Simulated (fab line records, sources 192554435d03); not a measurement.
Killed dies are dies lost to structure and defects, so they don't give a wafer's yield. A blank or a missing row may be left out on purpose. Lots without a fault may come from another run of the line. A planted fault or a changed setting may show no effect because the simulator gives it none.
One fault seen from 2 desks | flow n5_finfet | each desk has only its own numbers; what lay behind them comes last

THE METROLOGY DESK
What the gauges read, lot by lot, whatever tool the lot ran on: means of the sampled wafers that have a number. A lot is out of limits, marked OUT, if its mean lies more than 4 standard deviations from the usual mean; the brackets give that distance. Of its 10 readings 7 are shown: those that lie furthest out on some lot.
Columns: A = DIBL_N at N5_BEOL_M4_RC_MEAS_101, usual 36.1 mV/V; B = DIBL_P at N5_BEOL_M4_RC_MEAS_101, usual 36.6 mV/V; C = IOFF_P at N5_BEOL_M4_RC_MEAS_101, usual 0.210 nA/um; D = ION_P at N5_BEOL_M4_RC_MEAS_101, usual 464 uA/um; E = SS_P at N5_BEOL_M4_RC_MEAS_101, usual 73.3 mV/dec; F = VT_N at N5_BEOL_M4_RC_MEAS_101, usual 249.1 mV; G = VT_P at N5_BEOL_M4_RC_MEAS_101, usual -250 mV
lot  | first seen here | A    | B    | C     | D   | E    | F     | G
L978 | day 8 13:53     | 35.5 | 37.0 | 0.220 | 476 | 73.2 | 250.0 | -247
L980 | day 9 15:33     | 34.6 | 35.1 | 0.190 | 461 | 72.9 | 250.8 | -252
L981 | day 9 20:05     | 35.9 | 36.4 | 0.214 | 471 | 73.2 | 250.5 | -250
L982 | day 9 23:47     | 37.9 | 38.6 | 0.204 | 459 | 74.0 | 249.9 | -253
L987 | day 11 05:11    | 33.6 | 33.7 | 0.172 | 455 | 72.3 | 253.5 | -253
L984 | day 11 08:06    | 34.7 | 36.4 | 0.210 | 463 | 72.8 | 249.9 | -248
L992 | day 12 14:04    | 37.2 | 38.5 | 0.228 | 466 | 73.6 | 248.2 | -249
L995 | day 12 19:46    | 35.7 | 36.8 | 0.222 | 473 | 73.5 | 247.8 | -245
L999 | day 14 16:33    | 35.5 | 36.4 | 0.219 | 467 | 72.9 | 246.5 | -247
This desk's finding: nothing out of limits on any of the 9 lots.

THE TOOL OWNER'S DESK: litho_track-03
The tool's own readings at N5_MOL_CONTACT_COAG_COAT_103 (time 60 s, resist thk 80 nm): means of the sampled wafers that have a number, for each lot that ran on this tool. A lot is out of limits, marked OUT, if its mean lies more than 4 standard deviations from the usual mean; the brackets give that distance.
Columns: A = heater_power_total_W at N5_MOL_CONTACT_COAG_COAT_103, usual 500.3 W; B = plate_temp_C at N5_MOL_CONTACT_COAG_COAT_103, usual 250.03 C; C = resist_line_temp_C at N5_MOL_CONTACT_COAG_COAT_103, usual 23.02 C
lot  | first seen here | A     | B                | C
L978 | day 5 10:37     | 500.2 | 250.08           | 23.08
L980 | day 5 23:57     | 501.3 | 250.05           | 23.08
L982 | day 6 10:26     | 499.8 | 250.05           | 23.03
L984 | day 7 10:04     | 507.9 | 252.84 (+18) OUT | 22.96
L987 | day 7 17:07     | 507.1 | 252.84 (+18) OUT | 22.92
L999 | day 10 17:34    | 501.4 | 250.01           | 22.92
This desk's finding: out of limits on L984, L987; first on L984, day 7 10:04 (plate_temp_C at N5_MOL_CONTACT_COAG_COAT_103). In limits: L978, L980, L982, L999.

PUT TOGETHER
The tool owner's desk could have raised an alarm at day 7 10:04, on L984, L987.
The metrology desk saw nothing out of limits.
The metrology desk has L984, L987 on record, within its limits.
Of the lots named, all ran N5_MOL_CONTACT_COAG_COAT_103 on litho_track-03.

WHAT THE SIMULATOR HAD PUT IN
Process parameter drift: litho_track-03, from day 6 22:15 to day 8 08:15, at N5_MOL_CONTACT_COAG_COAT_103. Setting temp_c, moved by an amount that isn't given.
Lots struck among those shown: L984, L987.
Hours from the fault's start to each desk's first reading out of limits: the tool owner's desk, 12.
